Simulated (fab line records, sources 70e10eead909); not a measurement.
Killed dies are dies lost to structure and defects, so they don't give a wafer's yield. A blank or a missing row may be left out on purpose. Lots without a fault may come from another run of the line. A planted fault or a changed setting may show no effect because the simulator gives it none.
Which tool did it? | flow nand_harc | 13 lots, 39 wafers sampled, at 5 steps of a route of 1159

WHAT THE GAUGES READ, wafer by wafer
NHARC_END_SORT_01.
lot  | measured     | on        | killed_at_array | killed_at_other | killed_at_periphery | killed_dies | killed_open | killed_short
L108 | day 20 19:28 | prober-01 | 16 20 15        | 2 0 1           | 3 50 4              | 21 70 20    | 7 1 5       | 1 1 0
L110 | day 21 07:41 | prober-02 | 16 23 28        | 1 1 1           | 4 51 1              | 21 75 30    | 1 1 4       | 0 2 1

WHICH TOOL RAN EACH LOT (tool, then ch and the chambers of the sampled wafers, then the start)
lot  | NHARC_P_CONTACT_PRE_CLEAN_39 | NHARC_THIN_TSV_DEGAS_53      | NHARC_THIN_TSV_DESCUM_35           | NHARC_THIN_TSV_ETCH_36
L102 | pvd_sputter-02, day 5 17:14  | pvd_sputter-01, day 19 00:59 | rie_diel-06 ch 0,2,3, day 19 02:17 | rie_metal-01 ch 0,1, day 19 02:41
L105 | pvd_sputter-01, day 6 10:16  | pvd_sputter-03, day 19 05:35 | rie_diel-10 ch 2,3, day 19 06:53   | rie_metal-02 ch 0,1, day 19 07:17
L104 | pvd_sputter-01, day 6 10:44  | pvd_sputter-03, day 19 09:26 | rie_diel-06 ch 0,1,2, day 19 10:45 | rie_metal-01 ch 0,1, day 19 11:08
L106 | pvd_sputter-03, day 6 18:54  | pvd_sputter-03, day 19 16:41 | rie_diel-10 ch 0,2,3, day 19 18:01 | rie_metal-03 ch 0,1, day 19 18:22
L107 | pvd_sputter-01, day 6 19:53  | pvd_sputter-03, day 19 10:57 | rie_diel-06 ch 1,2, day 19 12:08   | rie_metal-02 ch 0,1, day 19 12:30
L108 | pvd_sputter-01, day 6 20:28  | pvd_sputter-02, day 20 03:03 | rie_diel-06 ch 0,1,2, day 20 04:31 | rie_metal-01 ch 0,1, day 20 04:52
L110 | pvd_sputter-01, day 7 13:39  | pvd_sputter-01, day 20 21:44 | rie_diel-10 ch 0,2,3, day 20 22:56 | rie_metal-01 ch 0,1, day 20 23:19
L119 | pvd_sputter-03, day 10 03:40 | pvd_sputter-02, day 23 17:34 | rie_diel-06 ch 0,2,3, day 23 18:52 | rie_metal-02 ch 0,1, day 23 19:16
L120 | pvd_sputter-01, day 10 04:05 | pvd_sputter-03, day 24 09:17 | rie_diel-10 ch 0,1,3, day 24 10:37 | rie_metal-02 ch 0,1, day 24 11:01
L122 | pvd_sputter-03, day 10 17:07 | pvd_sputter-01, day 24 10:20 | rie_diel-10 ch 0,1,3, day 24 11:38 | rie_metal-03 ch 0, day 24 12:03
L123 | pvd_sputter-02, day 11 00:21 | pvd_sputter-02, day 24 11:31 | rie_diel-03 ch 0,1,3, day 24 12:50 | rie_metal-03 ch 0,1, day 24 13:15
L124 | pvd_sputter-03, day 11 01:04 | pvd_sputter-03, day 24 12:58 | rie_diel-03 ch 0,1,2, day 24 14:16 | rie_metal-01 ch 0,1, day 24 14:40
L125 | pvd_sputter-02, day 11 01:23 | pvd_sputter-03, day 24 19:18 | rie_diel-10 ch 0,1,2, day 24 20:46 | rie_metal-03 ch 0,1, day 24 21:08
- NHARC_P_CONTACT_PRE_CLEAN_39: time 19.5 s.
- NHARC_THIN_TSV_DEGAS_53: time 60 s.
- NHARC_THIN_TSV_DESCUM_35: chemistry O2, time 3 s.
- NHARC_THIN_TSV_ETCH_36: etches the open film in Cl2/BCl3, target depth 65 nm, time 18.571 s.

WHAT THE TOOLS THEMSELVES READ (means of the sampled wafers that have a number; where no wafer has one, the mark that the record gives instead)
NHARC_THIN_TSV_DEGAS_53.
lot  | tool           | heater_power_w (W)
L102 | pvd_sputter-01 | 442
L105 | pvd_sputter-03 | 471
L104 | pvd_sputter-03 | 469
L106 | pvd_sputter-03 | 497
L107 | pvd_sputter-03 | 470
L108 | pvd_sputter-02 | 478
L110 | pvd_sputter-01 | 462
L119 | pvd_sputter-02 | 441
L120 | pvd_sputter-03 | 453
L122 | pvd_sputter-01 | 469
L123 | pvd_sputter-02 | 518
L124 | pvd_sputter-03 | 479
L125 | pvd_sputter-03 | 480

NHARC_THIN_TSV_DESCUM_35.
lot  | tool        | drypump_motor_current_A (A) | oes_product_au (a.u.) | rf_vpp_V (V) | showerhead_plenum_p_Torr (Torr) | throttle_valve_pct (%)
L102 | rie_diel-06 | 5.9                         | 1.005                 | 57.9         | 2.03                            | 11.311
L105 | rie_diel-10 | 5.6                         | 0.983                 | 57.3         | 1.85                            | 11.303
L104 | rie_diel-06 | 5.8                         | 1.003                 | 58.1         | 1.94                            | 11.310
L106 | rie_diel-10 | 5.4                         | 1.001                 | 56.0         | 1.81                            | 11.316
L107 | rie_diel-06 | 5.9                         | 1.005                 | 57.6         | 1.87                            | 11.321
L108 | rie_diel-06 | 5.7                         | 1.008                 | 58.8         | 1.94                            | 11.317
L110 | rie_diel-10 | 5.4                         | 0.994                 | 57.7         | 1.81                            | 11.306
L119 | rie_diel-06 | 5.9                         | 0.992                 | 57.5         | 2.02                            | 11.300
L120 | rie_diel-10 | 5.6                         | 1.010                 | 57.9         | 1.87                            | 11.306
L122 | rie_diel-10 | 5.6                         | 1.006                 | 58.1         | 1.87                            | 11.307
L123 | rie_diel-03 | 5.9                         | 1.010                 | 56.7         | 1.82                            | 11.314
L124 | rie_diel-03 | 5.8                         | 1.005                 | 57.4         | 1.87                            | 11.310
L125 | rie_diel-10 | 5.2                         | 1.012                 | 57.4         | 1.83                            | 11.311

NHARC_THIN_TSV_ETCH_36.
lot  | tool         | drypump_motor_current_A (A) | oes_product_au (a.u.)
L102 | rie_metal-01 | 5.90                        | 0.992
L105 | rie_metal-02 | 6.00                        | 1.003
L104 | rie_metal-01 | 5.88                        | 0.986
L106 | rie_metal-03 | 6.36                        | 0.997
L107 | rie_metal-02 | 5.99                        | 1.008
L108 | rie_metal-01 | 5.91                        | 0.988
L110 | rie_metal-01 | 5.96                        | 0.988
L119 | rie_metal-02 | 6.12                        | 1.005
L120 | rie_metal-02 | 6.00                        | 0.990
L122 | rie_metal-03 | 6.27                        | 0.988
L123 | rie_metal-03 | 6.44                        | 0.995
L124 | rie_metal-01 | 5.90                        | 0.998
L125 | rie_metal-03 | 6.43                        | 0.993

THE ANSWER, worked out from the rows above alone
Rule: what is usual is taken from the lots themselves. Put in order of their means at a reading, lots are off if they are a third of the lots or fewer, leave a main group of 4 or more, and stand apart from it by a gap of 3 or more times the standard deviation of the main group's means; of several such gaps the widest counts. A main group whose means are all the same, to the digits that the tables above print for the reading, isn't used. A lot without any number at a reading at which 4 lots or more have one is off too. The other lots that the step has rows for count as sound. The gauges are gone through in route order, then the tools' own readings, and for those a lot's mean is taken as printed above. The first step at which some lot is off is used, and at that step the reading that is off furthest; a lot without a number counts as furthest.
No lot is off at any reading shown: from this, nothing can be told.

WHAT THE SIMULATOR HAD PUT IN
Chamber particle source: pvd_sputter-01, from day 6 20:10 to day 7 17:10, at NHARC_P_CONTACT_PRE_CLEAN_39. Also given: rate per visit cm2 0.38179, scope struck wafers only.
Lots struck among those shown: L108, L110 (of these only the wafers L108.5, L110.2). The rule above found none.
